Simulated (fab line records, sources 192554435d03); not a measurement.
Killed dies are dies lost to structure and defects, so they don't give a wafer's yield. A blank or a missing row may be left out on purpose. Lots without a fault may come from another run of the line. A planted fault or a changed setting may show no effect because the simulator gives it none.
fab line records | flow n5_finfet
record lots=7 wafers=21 last_day=19
route steps=1938 shown BEOL_M4@1111 BEOL_M5@1132 PASSIVATION@1936
lots that met no fault: from a run of the same line without faults
start_h: hours from the record's first day to the start of the lot's first wafer shown | wait_h: hours since the lot's step before | " the same as in the row above | L1.1+2: a row that stands for several wafers | - no value, or no start given | * or withheld: withheld | < > ~ a bound
route shown NAME@n: a module of which the file shows steps, and the number in the route of the first | usual: mean/standard deviation of fault-free wafers | same: alike in all rows | chamber/n: place in a boat | sites: the reading at each site | _std_site: their standard deviation | _edge_site: outer sites' mean less inner sites' | radius_mm: how far each site lies from the wafer's centre | mask NAME#n: copy n | behind: the tool/chamber that last shaped the wafer | hold: why the lot was held/for how many hours/how that ended | device: the transistor (n, p or np) that didn't switch | end of line: the same wafers' tests at the end of the route | a step without rows: its recipe alone | killed: dies lost to structure and defects at the first sort, not the wafer's yield | map: a wafer's dies, x killed, . not, _ none there
set.NAME: the setting as run; set.NAME@STEP: as run at that earlier step | model.NAME: the simulator's own value behind a step, which no gauge read
steps of the route over a sample of lots; a table a step, a row a wafer
services: from which hour (start_h, from the record's first day; less than 0 if before it) a tool's chamber was out of use, for how many hours, and why
## steps
# step N5_BEOL_M4_RC_MEAS_101
# usual DIBL_N=35.8/1.7 DIBL_P=35.3/2 IOFF_N=0.150/0.026 IOFF_P=0.194/0.029 ION_N=667/11 ION_P=456/7.1 SS_N=71.4/0.65 SS_P=73.1/0.64 VT_N=251/3 VT_P=-252/3.2
# columns lot.wafer tool chamber start_h wait_h DIBL_N[mV/V] DIBL_P[mV/V] IOFF_N[nA/um] IOFF_P[nA/um] ION_N[uA/um] ION_P[uA/um] SS_N[mV/dec] SS_P[mV/dec] VT_N[mV] VT_P[mV]
L217.3 prober-01 0 273.25 0.3 36.8 35.8 0.160 0.220 670 466 71.6 73.3 251 -246
L217.4 " 0 " " 36.0 34.6 0.148 0.216 672 463 71.1 73.3 250 -245
L217.6 " 0 " " 36.3 36.0 0.154 0.232 666 463 71.7 73.3 250 -246
L219.1 prober-02 0 276.82 0.0 33.9 32.9 0.124 0.169 660 451 71.0 72.6 254 -252
L219.4 " 0 " " 35.7 34.6 0.149 0.199 673 465 70.5 72.7 252 -251
L219.6 " 0 " " 36.5 34.1 0.156 0.182 665 450 70.8 72.6 251 -254
L218.2 prober-01 0 277.01 0.2 34.5 36.0 0.148 0.217 665 464 71.5 73.9 250 -247
L218.4 " 0 " " 33.9 34.6 0.136 0.202 660 463 70.9 72.9 251 -250
L218.6 " 0 " " 35.6 36.7 0.175 0.238 671 462 71.9 73.8 247 -246
L226.1 prober-01 0 327.92 0.2 38.3 35.3 0.174 0.187 662 449 72.7 73.4 247 -253
L226.2 " 0 " " 34.6 32.8 0.125 0.152 664 457 70.5 71.7 250 -254
L226.6 " 0 " " 37.8 36.3 0.165 0.194 672 459 71.2 72.6 249 -252
L229.1 prober-01 0 338.72 0.0 33.6 33.6 0.139 0.173 664 454 70.7 72.6 250 -253
L229.2 " 0 " " 33.7 32.3 0.123 0.147 652 452 70.9 71.9 254 -257
L229.5 " 0 " " 33.3 32.0 0.122 0.149 652 445 70.9 72.5 251 -256
L231.2 prober-02 0 347.74 0.2 37.6 35.2 0.177 0.217 680 463 71.3 73.9 248 -248
L231.4 " 0 " " 36.5 35.3 0.159 0.212 669 461 70.4 72.7 250 -250
L231.5 " 0 " " 36.8 36.0 0.167 0.225 679 464 71.2 73.7 250 -252
L232.2 prober-02 0 349.58 0.2 36.4 37.8 0.167 0.192 676 457 71.4 73.8 247 -252
L232.3 " 0 " " 32.1 30.6 0.103 0.114 649 443 70.6 71.6 255 -260
L232.6 " 0 " " 38.1 38.0 0.195 0.186 674 452 72.7 73.5 247 -255
# step N5_BEOL_M5_ETCH_62
# recipe chemistry=N2/H2 target=SOC target_depth_a=750 overetch_a=150 mask_material=SiARC temp_c=40 time_s=112.5 ion_energy_ev=200 pressure_mtorr=30 source_w=840 bias_w=150 n2_flow_sccm=200 h2_flow_sccm=200
# usual bias_w=150.0/0.47 chamber_pressure_mTorr=30.004/0.028 drypump_motor_current_A=5.8/0.46 oes_product_au=0.63/0.071 rf_vpp_V=523.5/3 showerhead_plenum_p_Torr=2.53/0.11 temp_c=40.00/0.11 throttle_valve_pct=17.91/0.27
# columns lot.wafer tool chamber start_h wait_h bias_w chamber_pressure_mTorr drypump_motor_current_A oes_product_au rf_hours_counter_h rf_vpp_V showerhead_plenum_p_Torr temp_c throttle_valve_pct
L217.3 rie_diel-05 0 277.06 0.0 150.1 30.026 5.8 0.72 25 522.5 2.48 40.03 17.74
L217.4 " 0 " " 150.1 30.013 5.7 0.72 - 522.5 2.48 39.90 17.74
L217.6 " 2 " " 149.7 30.039 6.0 0.58 - 526.2 2.65 39.85 18.35
L219.1 rie_diel-02 2 281.15 0.0 149.6 29.980 5.3 0.60 150 521.5 2.43 40.05 17.85
L219.4 " 0 " " 150.4 29.997 6.1 0.72 18 524.9 2.61 39.77 17.35
L219.6 " 2 " " 149.4 29.959 5.3 0.61 - 521.1 2.43 40.07 17.84
L218.2 rie_diel-02 3 281.37 0.0 149.1 30.004 5.3 0.67 72 524.5 2.57 39.93 18.18
L218.4 " 2 " " 150.6 29.967 5.3 0.61 150 520.2 2.43 39.83 17.84
L218.6 " 1 " " 149.8 30.023 6.6 0.67 - 527.3 2.70 40.02 17.79
L226.1 rie_diel-05 2 331.72 0.0 150.1 30.031 6.0 0.57 188 527.1 2.64 40.22 18.39
L226.2 " 1 " " 149.5 30.032 5.7 0.74 16 525.4 2.61 39.90 17.68
L226.6 " 1 " " 150.4 30.013 5.7 0.74 - 524.8 2.61 39.87 17.69
L229.1 rie_diel-02 0 343.28 0.0 149.9 30.006 6.1 0.68 35 526.8 2.60 39.91 17.38
L229.2 " 1 " " 150.4 30.033 6.6 0.65 75 528.2 2.69 40.14 17.84
L229.5 " 2 " " 150.3 29.980 5.3 0.60 - 519.8 2.43 39.85 17.86
L231.2 rie_diel-06 3 350.36 0.0 149.5 30.034 6.0 0.54 249 520.1 2.38 40.01 18.08
L231.4 " 2 " " 150.0 30.019 6.1 0.67 64 523.8 2.58 39.70 17.95
L231.5 " 0 " " 150.6 29.947 5.3 0.57 - 518.3 2.33 39.82 18.16
L232.2 rie_diel-05 3 352.46 0.0 150.2 29.973 5.1 0.77 3 521.7 2.50 40.02 17.30
L232.3 " 1 " " 149.9 30.083 5.6 0.74 22 525.0 2.61 40.09 17.70
L232.6 " 1 " " 150.4 30.006 5.6 0.73 - 526.3 2.61 40.01 17.70
# step N5_BEOL_M5_STRIP_64
# recipe chemistry=CF4 resist=SiARC power_w=300 bias_power_w=75 pressure_mtorr=50 cf4_flow_sccm=150 rf_frequency_hz=6e+07
# usual bias_power_w=74.99/0.24 drypump_motor_current_A=5.8/0.46 oes_product_au=0.79/0.088 rf_vpp_V=270.9/1.7 showerhead_plenum_p_Torr=1.78/0.066 throttle_valve_pct=13.6/0.31
# columns lot.wafer tool chamber start_h wait_h bias_power_w drypump_motor_current_A oes_product_au rf_hours_counter_h rf_vpp_V showerhead_plenum_p_Torr throttle_valve_pct
L217.3 rie_diel-05 0 277.18 0.0 74.94 5.8 0.90 25 269.8 1.76 13.4
L217.4 " 0 " " 74.77 5.8 0.89 - 271.3 1.76 13.4
L217.6 " 2 " " 74.92 6.0 0.72 - 273.1 1.85 14.0
L219.1 rie_diel-02 2 281.27 0.0 74.75 5.3 0.75 150 268.9 1.72 13.6
L219.4 " 0 " " 74.75 6.1 0.90 18 271.4 1.84 13.0
L219.6 " 2 " " 75.15 5.3 0.76 - 269.8 1.72 13.6
L218.2 rie_diel-02 3 281.50 0.0 75.29 5.2 0.84 72 270.6 1.81 13.7
L218.4 " 2 " " 74.69 5.3 0.76 150 269.6 1.72 13.6
L218.6 " 1 " " 75.28 6.6 0.83 - 274.7 1.88 13.4
L226.1 rie_diel-05 2 331.85 0.0 75.52 5.9 0.71 188 274.0 1.85 14.1
L226.2 " 1 " " 75.05 5.6 0.93 16 271.7 1.82 13.2
L226.6 " 1 " " 75.35 5.6 0.93 - 271.9 1.82 13.2
L229.1 rie_diel-02 0 343.41 0.0 75.19 6.2 0.86 35 272.0 1.83 13.0
L229.2 " 1 " " 74.99 6.6 0.80 75 274.2 1.87 13.4
L229.5 " 2 " " 75.04 5.3 0.75 - 269.7 1.71 13.7
L231.2 rie_diel-06 3 350.49 0.0 74.71 6.0 0.68 249 269.5 1.70 14.0
L231.4 " 2 " " 74.87 6.1 0.84 64 271.8 1.82 13.7
L231.5 " 0 " " 74.69 5.2 0.72 - 267.9 1.65 13.9
L232.2 rie_diel-05 3 352.59 0.0 75.34 5.2 0.96 3 271.1 1.75 12.9
L232.3 " 1 " " 75.10 5.7 0.91 22 271.8 1.82 13.2
L232.6 " 1 " " 75.20 5.7 0.93 - 274.1 1.82 13.2
# step N5_BEOL_M5_ETCH_68
# recipe chemistry=N2/H2 target=SOC target_depth_a=800 overetch_a=160 mask_material=SiARC temp_c=40 time_s=120 ion_energy_ev=200 pressure_mtorr=30 source_w=840 bias_w=150 n2_flow_sccm=200 h2_flow_sccm=200
# usual bias_w=149.9/0.46 chamber_pressure_mTorr=29.993/0.026 drypump_motor_current_A=5.8/0.48 oes_product_au=0.62/0.064 rf_vpp_V=523.7/2.7 showerhead_plenum_p_Torr=2.54/0.1 temp_c=40.00/0.11 throttle_valve_pct=17.92/0.26
# columns lot.wafer tool chamber start_h wait_h bias_w chamber_pressure_mTorr drypump_motor_current_A oes_product_au rf_hours_counter_h rf_vpp_V showerhead_plenum_p_Torr temp_c throttle_valve_pct
L217.3 rie_diel-06 0 280.39 0.0 - - - - - - - - -
L217.4 " 0 " " - - - - - - - - -
L217.6 " 2 " " - - - - - - - - -
L219.1 rie_diel-02 1 282.34 0.0 - - - - - - - - -
L219.4 " 2 " " - - - - - - - - -
L219.6 " 3 " " - - - - - - - - -
L218.2 rie_diel-06 2 282.76 0.0 - - - - - - - - -
L218.4 " 3 " " - - - - - - - - -
L218.6 " 1 " " - - - - - - - - -
L226.1 rie_diel-02 0 334.63 0.0 149.7 30.015 6.1 0.66 33 524.9 2.60 39.91 17.38
L226.2 " 1 " " 149.4 30.011 6.6 0.62 73 527.2 2.69 40.06 17.82
L226.6 " 3 " " 150.5 30.038 5.2 0.63 - 524.5 2.57 39.93 18.19
L229.1 rie_diel-02 2 348.26 0.0 150.8 30.025 5.3 0.57 170 519.6 2.43 40.17 17.86
L229.2 " 3 " " 150.1 29.986 5.2 0.63 90 524.0 2.57 39.89 18.21
L229.5 " 3 " " 149.7 29.996 5.2 0.63 - 525.4 2.57 39.97 18.21
L231.2 rie_diel-02 2 351.56 0.0 149.4 29.965 5.3 0.58 172 521.0 2.42 40.03 17.87
L231.4 " 1 " " 150.0 30.053 6.5 0.63 - 527.7 2.69 40.10 17.84
L231.5 " 2 " " 149.1 29.993 5.3 0.57 - 520.8 2.42 39.96 17.88
L232.2 rie_diel-06 2 356.43 0.0 150.2 30.013 6.1 0.64 66 524.0 2.58 40.08 17.94
L232.3 " 2 " " 150.7 29.941 6.1 0.64 - 525.2 2.58 40.01 17.96
L232.6 " 2 " " 150.3 30.028 6.1 0.65 - 524.6 2.58 40.18 17.95
# step N5_BEOL_M5_VIA_ETCH_34
# recipe chemistry=C4F6/O2 target=SiCOH_lowk target_depth_a=883 mask_material=SOC taper_deg=4 time_s=39.2 ion_energy_ev=250 pressure_mtorr=30 source_w=345 bias_w=185 Ar_flow_sccm=300 C4F6_flow_sccm=10 O2_flow_sccm=10
# usual C4F6_flow_sccm=10.000/0.03 O2_flow_sccm=10.003/0.029 drypump_motor_current_A=5.8/0.48 oes_f_703_au=0.80/0.08 oes_product_au=0.81/0.088 rf_vpp_V=671/9.8 showerhead_plenum_p_Torr=2.84/0.1 throttle_valve_pct=20.95/0.29
# columns lot.wafer tool chamber start_h wait_h C4F6_flow_sccm O2_flow_sccm drypump_motor_current_A oes_f_703_au oes_product_au rf_hours_counter_h rf_vpp_V showerhead_plenum_p_Torr throttle_valve_pct
L217.3 rie_diel-06 0 280.49 0.0 9.989 9.972 5.3 0.75 0.28 158 662 2.61 20.99
L217.4 " 0 " " 9.952 10.008 5.3 0.75 0.28 - 661 2.61 20.99
L217.6 " 2 " " 9.989 10.045 6.1 0.86 0.33 - 673 2.87 20.82
L219.1 rie_diel-02 1 282.45 0.0 9.988 10.060 6.6 0.84 0.31 57 687 2.99 20.54
L219.4 " 2 " " 10.021 9.977 5.3 0.77 0.28 151 684 2.75 20.85
L219.6 " 3 " " 10.040 9.971 5.3 0.84 0.32 - 667 2.88 21.09
L218.2 rie_diel-06 2 282.86 0.0 10.004 9.991 6.1 0.86 0.34 47 675 2.87 20.81
L218.4 " 3 " " 10.045 9.982 6.0 0.68 0.25 228 688 2.72 21.13
L218.6 " 1 " " 9.978 9.987 6.5 0.75 0.27 - 660 2.82 21.11
L226.1 rie_diel-02 0 334.73 0.0 9.959 10.021 6.1 0.89 0.89 33 664 2.91 20.37
L226.2 " 1 " " 10.048 10.014 6.6 0.82 0.82 73 686 2.98 20.72
L226.6 " 3 " " 10.025 10.034 5.2 0.84 0.83 - 668 2.88 21.23
L229.1 rie_diel-02 2 348.36 0.0 10.017 10.007 5.3 0.75 0.75 171 683 2.74 21.02
L229.2 " 3 " " 9.978 10.018 5.2 0.83 0.83 90 667 2.87 21.25
L229.5 " 3 " " 9.994 9.975 5.2 0.83 0.83 - 669 2.88 21.26
L231.2 rie_diel-02 2 351.66 0.0 10.027 10.037 5.3 0.76 0.75 172 685 2.74 21.01
L231.4 " 1 " " 9.975 10.010 6.6 0.82 0.82 - 687 2.98 20.73
L231.5 " 2 " " 10.036 10.034 5.3 0.76 0.75 - 685 2.74 21.00
L232.2 rie_diel-06 2 356.58 0.0 9.983 10.025 6.1 0.83 0.84 66 674 2.87 20.96
L232.3 " 2 " " 10.000 10.001 6.1 0.83 0.84 - 674 2.87 20.96
L232.6 " 2 " " 9.942 10.019 6.1 0.83 0.84 - 674 2.87 20.95
# step N5_BEOL_M5_STRIP_91
# recipe chemistry=N2/H2 time_s=10 power_w=450 temp_c=40 pressure_mtorr=20 rf_frequency_hz=6e+07 bias_power_w=7 n2_flow_sccm=200 h2_flow_sccm=200
# usual bias_power_w=7.001/0.02 drypump_motor_current_A=5.8/0.48 oes_product_au=0.80/0.089 rf_vpp_V=59.0/0.87 showerhead_plenum_p_Torr=2.53/0.1 temp_c=40.00/0.11 throttle_valve_pct=23.81/0.26
# columns lot.wafer tool chamber start_h wait_h bias_power_w drypump_motor_current_A oes_product_au rf_hours_counter_h rf_vpp_V showerhead_plenum_p_Torr temp_c throttle_valve_pct
L217.3 rie_diel-06 0 - - 7.002 5.3 0.73 158 57.6 2.33 40.00 23.92
L217.4 " 0 " " 6.975 5.2 0.73 - 59.7 2.33 39.92 23.92
L217.6 " 2 " " 7.012 6.1 0.87 - 59.7 2.58 39.99 23.73
L219.1 rie_diel-02 1 - - 7.022 6.6 0.84 57 60.6 2.69 40.05 23.75
L219.4 " 2 " " 7.036 5.3 0.76 151 59.4 2.43 39.98 23.61
L219.6 " 3 " " 6.999 5.2 0.85 - 60.1 2.57 39.92 24.23
L218.2 rie_diel-06 2 - - 6.984 6.1 0.87 47 61.4 2.58 39.99 23.73
L218.4 " 3 " " 6.977 6.0 0.68 228 57.7 2.39 39.94 23.80
L218.6 " 1 " " 7.070 6.5 0.73 - 58.1 2.50 39.79 23.89
L226.1 rie_diel-02 0 - - 6.984 6.1 0.88 33 57.8 2.60 40.00 23.33
L226.2 " 1 " " 6.988 6.6 0.83 73 59.2 2.69 40.19 23.77
L226.6 " 3 " " 6.981 5.2 0.85 - 58.7 2.56 40.04 24.24
L229.1 rie_diel-02 2 - - 7.015 5.3 0.75 171 58.8 2.42 39.98 23.64
L229.2 " 3 " " 6.987 5.3 0.83 90 59.6 2.56 39.95 24.23
L229.5 " 3 " " 6.999 5.3 0.83 - 59.7 2.56 40.03 24.25
L231.2 rie_diel-02 2 - - 7.005 5.3 0.75 172 58.7 2.42 40.18 23.64
L231.4 " 1 " " 6.982 6.6 0.81 - 59.3 2.68 40.31 23.77
L231.5 " 2 " " 6.982 5.3 0.76 - 57.9 2.42 39.85 23.63
L232.2 rie_diel-06 2 - - 6.995 6.1 0.84 66 61.4 2.58 39.87 23.76
L232.3 " 2 " " 7.047 6.1 0.85 - 59.1 2.57 39.93 23.76
L232.6 " 2 " " 7.034 6.1 0.84 - 59.4 2.57 39.92 23.76
# step N5_PASSIVATION_PROBE_49
# usual defect_limited_yield=91.5/1.4 killed_at_M0_to_M3=34/11 killed_at_M4_up=15/6 killed_at_contacts=11/5.9 killed_at_front_end=37/11 killed_at_other=3.6/2.9 killed_dies=101/17 killed_on_rim=13/4 killed_open=66/12 killed_short=33/7.8 sort_bin_5_function=5.0/0.97 sort_bin_6_memory=3.2/0.65 sort_bin_8_speed=0.02/0.2 sort_n_pass=1079/17 sort_yield_pct=91.4/1.4
# same gross_dies=1180 killed_at_back_side=0 sort_bin_4_leakage[%]=0
# columns lot.wafer tool chamber start_h wait_h defect_limited_yield[%] killed_at_M0_to_M3 killed_at_M4_up killed_at_contacts killed_at_front_end killed_at_other killed_dies killed_on_rim killed_open killed_short sort_bin_5_function[%] sort_bin_6_memory[%] sort_bin_8_speed[%] sort_n_pass sort_yield_pct[%]
L219.1 prober-01 - 375.87 0.0 0 39 1097 4 38 2 1180 152 47 43 97.2 2.4 0 0 0
L219.4 prober-01 - 376.02 0.2 0 25 1097 8 47 3 1180 152 65 24 96.7 2.9 0 0 0
L219.6 prober-01 - 376.12 0.3 0 29 1102 4 44 1 1180 152 54 34 97.5 2.2 0 0 0
L218.2 prober-01 - 381.43 0.1 0 31 1070 15 62 2 1180 152 89 29 96.9 3.0 0 0 0
L218.4 prober-01 - 381.53 0.2 0 17 1100 22 41 0 1180 152 68 25 97.1 2.7 0 0 0
L218.6 prober-01 - 381.63 0.3 0 47 1068 15 50 0 1180 152 85 38 95.8 3.6 0 0 0
L217.3 prober-02 - 381.69 0.1 0 31 1091 8 49 1 1180 152 73 25 95.8 3.9 0 0 0
L217.4 prober-02 - 381.74 0.2 0 41 1104 6 24 5 1180 152 68 29 97.2 2.6 0 0 0
L217.6 prober-02 - 381.84 0.3 0 40 1107 5 26 2 1180 152 67 28 96.6 3.3 0 0 0
# killed by level:class
L219.1 BEOL_M5:area_etch=1089 BEOL_M0_SAQP:geometric_particle:short=11 GATE_CUT:geometric_particle:short=10 BEOL_M3:geometric_particle:open=9 FIN_SAQP:geometric_particle:short=6 STI_FIN_REVEAL:geometric_particle:open=5 BEOL_M1:geometric_particle:open=5 MOL_CONTACT_COAG:geometric_particle:open=4
L219.4 BEOL_M5:area_etch=1089 STI_FIN_REVEAL:geometric_particle:open=12 GATE_CUT:geometric_particle:short=8 MOL_CONTACT_COAG:geometric_particle:open=8 BEOL_M3:geometric_particle:open=7 STARTING-WAFER:geometric_particle:open=6 DUMMY_GATE:geometric_particle:open=5 BEOL_M4:geometric_particle:open=5
L219.6 BEOL_M5:area_etch=1092 STI_FIN_REVEAL:geometric_particle:open=11 FIN_SAQP:geometric_particle:open=7 GATE_CUT:geometric_particle:short=7 BEOL_M2:geometric_particle:short=7 BEOL_M3:geometric_particle:open=7 DUMMY_GATE:geometric_particle:open=5 ILD0:geometric_particle:short=5
L218.2 BEOL_M5:area_etch=1061 FIN_SAQP:geometric_particle:open=29 MOL_CONTACT_COAG:geometric_particle:open=13 FIN_SAQP:geometric_particle:short=8 BEOL_M3:geometric_particle:open=8 STI_FIN_REVEAL:geometric_particle:open=7 BEOL_M0_SAQP:geometric_particle:short=6 BEOL_M2:geometric_particle:open=6
L218.4 BEOL_M5:area_etch=1087 MOL_CONTACT_COAG:geometric_particle:open=20 STI_FIN_REVEAL:geometric_particle:open=13 FIN_SAQP:geometric_particle:open=8 FIN_SAQP:geometric_particle:short=5 BEOL_M0_SAQP:geometric_particle:short=5 DUMMY_GATE:geometric_particle:open=4 BEOL_M3:geometric_particle:open=4
L218.6 BEOL_M5:area_etch=1055 FIN_SAQP:geometric_particle:short=13 BEOL_M0_SAQP:geometric_particle:open=13 FIN_SAQP:geometric_particle:open=11 MOL_CONTACT_COAG:geometric_particle:open=11 BEOL_M3:geometric_particle:open=9 STI_FIN_REVEAL:geometric_particle:open=8 BEOL_M0_SAQP:geometric_particle:short=8
L217.3 BEOL_M5:area_etch=1080 STI_FIN_REVEAL:geometric_particle:open=21 BEOL_M1:geometric_particle:open=10 BEOL_M3:geometric_particle:open=7 FIN_SAQP:geometric_particle:open=6 MOL_CONTACT_COAG:geometric_particle:open=6 BEOL_M0_SAQP:geometric_particle:short=6 BEOL_M0_SAQP:geometric_particle:open=5
L217.4 BEOL_M5:area_etch=1083 BEOL_M1:geometric_particle:open=14 BEOL_M2:geometric_particle:open=8 BEOL_M3:geometric_particle:open=7 BEOL_M4:geometric_particle:open=7 DUMMY_GATE:geometric_particle:open=5 MOL_CONTACT_COAG:geometric_particle:open=5 BEOL_M0_SAQP:geometric_particle:short=5
L217.6 BEOL_M5:area_etch=1085 BEOL_M1:geometric_particle:open=11 DUMMY_GATE:geometric_particle:open=10 BEOL_M3:geometric_particle:open=10 BEOL_M4:geometric_particle:open=8 BEOL_M0_SAQP:geometric_particle:short=8 MOL_CONTACT_COAG:geometric_particle:open=5 BEOL_M1:geometric_particle:short=5
## services
# columns tool chamber start_h hours kind
rie_diel-05 1 264.80 - clean
rie_diel-05 1 264.80 - consumable_replace:focus_ring
rie_diel-05 1 264.80 21.0 scheduled_down
rie_diel-05 1 264.80 21.0 vent_cycle
rie_diel-06 - 299.45 1.1 repair
rie_diel-05 2 308.01 10.4 repair
rie_diel-05 3 329.66 - clean
rie_diel-05 3 329.66 - consumable_replace:focus_ring
rie_diel-02 0 347.03 9.0 repair
rie_diel-06 3 352.48 - clean
rie_diel-06 3 352.48 - consumable_replace:focus_ring
rie_diel-06 3 352.48 - consumable_replace:showerhead
rie_diel-06 3 352.48 16.5 scheduled_down
rie_diel-06 3 352.48 16.5 vent_cycle
rie_diel-06 1 354.73 9.2 repair
## key
first_sign step=N5_BEOL_M5_ETCH_68 reading=tool_record direction=missing
effect step=N5_BEOL_M5_VIA_ETCH_34 reading=oes_product_au direction=down sigmas=5.8 usual=0.81 struck=0.30
effect step=N5_PASSIVATION_PROBE_49 reading=killed_at_M4_up direction=up sigmas=99+ usual=15 struck=1093
more_kills_born_at N5_BEOL_M5_ETCH_68@rie_diel-06=6451 N5_BEOL_M5_ETCH_68@rie_diel-02=3270
met_at N5_BEOL_M5_ETCH_68
struck_lots L217,L218,L219
later_rows_left_out L217.3,L217.4,L217.6,L218.2,L218.4,L218.6,L219.1,L219.4,L219.6
not_acting_at N5_BEOL_M5_ETCH_62,N5_BEOL_M5_STRIP_64,N5_BEOL_M5_STRIP_91
fault kind=skipped_step_whole tool=rie_diel-02,rie_diel-06 chamber=- onset_h=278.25 steps=N5_BEOL_M5_ETCH_68 scope=struck_lots_only
# later_rows_left_out: the simulator's readings of these wafers behind a module that went badly wrong aren't trusted and aren't shown, but for the sort
